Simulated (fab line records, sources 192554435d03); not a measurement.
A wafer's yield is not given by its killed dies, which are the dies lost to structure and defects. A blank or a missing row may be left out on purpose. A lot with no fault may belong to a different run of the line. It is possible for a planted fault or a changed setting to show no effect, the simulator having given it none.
Split-lot trial || flow n5_finfet || 21 wafers read from 7 lots, route of 1938 steps

ABOUT THE SPLIT
At N5_MIM_TOP_LITHO_DEVELOP_07 (develop time 60 s), the setting develop_time_s was moved away from the recipe's 60 s on 7 of the 21 wafers read, by -21.6% to +22.3%. For the rest of the wafers, this setting stayed at what the recipe calls for.

SPLIT TO READING: what lies between them in the file, 1 step
- N5_MIM_TOP_LITHO_HARDBAKE_09: time 120 s

THE READING
cd_nm (nm) at N5_MIM_TOP_LITHO_CD_MEAS_08, where the cd target is 2000 nm. On this fab line, fault-free wafers typically give 1999.8 nm with a standard deviation of 2.1 nm.

{"wafer": "L075.1", "tool, chamber at the split": "litho_track-04, 0", "develop_time_s as run, s": 60, "against the recipe": "recipe", "cd_nm, nm": 1996.6, "against lot-mates on the recipe": "-"}
{"wafer": "L075.2", "tool, chamber at the split": "litho_track-04, 0", "develop_time_s as run, s": 60, "against the recipe": "recipe", "cd_nm, nm": 1999.6, "against lot-mates on the recipe": "-"}
{"wafer": "L075.5", "tool, chamber at the split": "litho_track-04, 0", "develop_time_s as run, s": 60, "against the recipe": "recipe", "cd_nm, nm": 1997.6, "against lot-mates on the recipe": "-"}
{"wafer": "L080.1", "tool, chamber at the split": "litho_track-02, 0", "develop_time_s as run, s": 60, "against the recipe": "recipe", "cd_nm, nm": 1998.6, "against lot-mates on the recipe": "-"}
{"wafer": "L080.3", "tool, chamber at the split": "litho_track-02, 0", "develop_time_s as run, s": 47.07, "against the recipe": "-21.6%", "cd_nm, nm": 2003.7, "against lot-mates on the recipe": "+5.1"}
{"wafer": "L080.4", "tool, chamber at the split": "litho_track-02, 0", "develop_time_s as run, s": 47.07, "against the recipe": "-21.6%", "cd_nm, nm": 2005.5, "against lot-mates on the recipe": "+6.9"}
{"wafer": "L086.2", "tool, chamber at the split": "litho_track-02, 0", "develop_time_s as run, s": 73.36, "against the recipe": "+22.3%", "cd_nm, nm": 1993.1, "against lot-mates on the recipe": -6.8}
{"wafer": "L086.3", "tool, chamber at the split": "litho_track-02, 0", "develop_time_s as run, s": 60, "against the recipe": "recipe", "cd_nm, nm": 1999.3, "against lot-mates on the recipe": "-"}
{"wafer": "L086.4", "tool, chamber at the split": "litho_track-02, 0", "develop_time_s as run, s": 60, "against the recipe": "recipe", "cd_nm, nm": 2000.6, "against lot-mates on the recipe": "-"}
{"wafer": "L087.1", "tool, chamber at the split": "litho_track-04, 0", "develop_time_s as run, s": 70.65, "against the recipe": "+17.8%", "cd_nm, nm": 1997.8, "against lot-mates on the recipe": -3.2}
{"wafer": "L087.3", "tool, chamber at the split": "litho_track-04, 0", "develop_time_s as run, s": 60, "against the recipe": "recipe", "cd_nm, nm": 2000.5, "against lot-mates on the recipe": "-"}
{"wafer": "L087.5", "tool, chamber at the split": "litho_track-04, 0", "develop_time_s as run, s": 60, "against the recipe": "recipe", "cd_nm, nm": 2001.4, "against lot-mates on the recipe": "-"}
{"wafer": "L093.1", "tool, chamber at the split": "litho_track-01, 0", "develop_time_s as run, s": 72.82, "against the recipe": "+21.4%", "cd_nm, nm": 1996.4, "against lot-mates on the recipe": -6.9}
{"wafer": "L093.4", "tool, chamber at the split": "litho_track-01, 0", "develop_time_s as run, s": 60, "against the recipe": "recipe", "cd_nm, nm": 2003.3, "against lot-mates on the recipe": "-"}
{"wafer": "L093.6", "tool, chamber at the split": "litho_track-01, 0", "develop_time_s as run, s": 72.82, "against the recipe": "+21.4%", "cd_nm, nm": 1998.4, "against lot-mates on the recipe": -4.9}
{"wafer": "L095.1", "tool, chamber at the split": "litho_track-02, 0", "develop_time_s as run, s": 60, "against the recipe": "recipe", "cd_nm, nm": 2001.0, "against lot-mates on the recipe": "-"}
{"wafer": "L095.4", "tool, chamber at the split": "litho_track-02, 0", "develop_time_s as run, s": 60, "against the recipe": "recipe", "cd_nm, nm": 2000.3, "against lot-mates on the recipe": "-"}
{"wafer": "L095.6", "tool, chamber at the split": "litho_track-02, 0", "develop_time_s as run, s": 60, "against the recipe": "recipe", "cd_nm, nm": 1999.2, "against lot-mates on the recipe": "-"}
{"wafer": "L097.1", "tool, chamber at the split": "litho_track-04, 0", "develop_time_s as run, s": 60, "against the recipe": "recipe", "cd_nm, nm": 2002.2, "against lot-mates on the recipe": "-"}
{"wafer": "L097.4", "tool, chamber at the split": "litho_track-04, 0", "develop_time_s as run, s": 51.96, "against the recipe": "-13.4%", "cd_nm, nm": 2001.7, "against lot-mates on the recipe": "+0.6"}
{"wafer": "L097.5", "tool, chamber at the split": "litho_track-04, 0", "develop_time_s as run, s": 60, "against the recipe": "recipe", "cd_nm, nm": 2000.0, "against lot-mates on the recipe": "-"}

FIT RESULTS
A straight line over all 21 wafers: cd_nm changes by -0.186 nm for each +1% of develop_time_s; r = -0.79; the points scatter about the line by 1.7 nm.
The same after taking each lot's own level away (the mean of its wafers on the recipe; 21 wafers): -0.256 nm for each +1%; r = -0.94; scatter 1.2 nm.
Per that fit: largest develop_time_s move, reading shift of 5.7 nm.
The lots' own levels span 1997.93 to 2003.30 nm, that is 2.6 times the standard deviation above.
So the lot-to-lot level blurs the effect unless lot-mates are compared.
Check: for one of the wafers moved furthest among these (+22.3%), held out of the fit, the line's prediction against its lot-mates is -5.54 nm. Against them it came out at -6.85 nm.

OTHER SPLITS APPLIED TO THESE WAFERS
Before the reading, these wafers also passed through other splits. Each is held against what the fit with the lots' levels taken away leaves over:
{"other split on the same wafers": "N5_BEOL_M8_COAT_22 spin_rpm", "wafers away from the commonest value": 8, "r with cd_nm (lot level and that fit taken away)": "+0.16"}
{"other split on the same wafers": "N5_BEOL_M9_ETCH_66 time_s", "wafers away from the commonest value": 10, "r with cd_nm (lot level and that fit taken away)": -0.03}
{"other split on the same wafers": "N5_BEOL_M10_PEB_26 peb_time_s", "wafers away from the commonest value": 10, "r with cd_nm (lot level and that fit taken away)": "+0.22"}
{"other split on the same wafers": "N5_BEOL_M10_TRENCH_ETCH_37 source_w", "wafers away from the commonest value": 7, "r with cd_nm (lot level and that fit taken away)": -0.10}
{"other split on the same wafers": "N5_BEOL_M11_VIA_ETCH_34 time_s", "wafers away from the commonest value": 5, "r with cd_nm (lot level and that fit taken away)": -0.43}
{"other split on the same wafers": "N5_BEOL_M11_ETCH_41 time_s", "wafers away from the commonest value": 8, "r with cd_nm (lot level and that fit taken away)": "+0.14"}
{"other split on the same wafers": "N5_BEOL_M13_EXPOSE_25 dose_mj", "wafers away from the commonest value": 8, "r with cd_nm (lot level and that fit taken away)": -0.12}
{"other split on the same wafers": "N5_BEOL_M13_DESCUM_33 time_s", "wafers away from the commonest value": 9, "r with cd_nm (lot level and that fit taken away)": -0.23}
{"other split on the same wafers": "N5_BEOL_M14_SPUTTER_44 power_w", "wafers away from the commonest value": 9, "r with cd_nm (lot level and that fit taken away)": "+0.46"}
{"other split on the same wafers": "N5_BEOL_M15_TRENCH_ETCH_34 bias_w", "wafers away from the commonest value": 8, "r with cd_nm (lot level and that fit taken away)": -0.11}

THE FILE'S OWN FIT
cd_nm changes by -0.248 nm for each +1% of develop_time_s, r = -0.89.
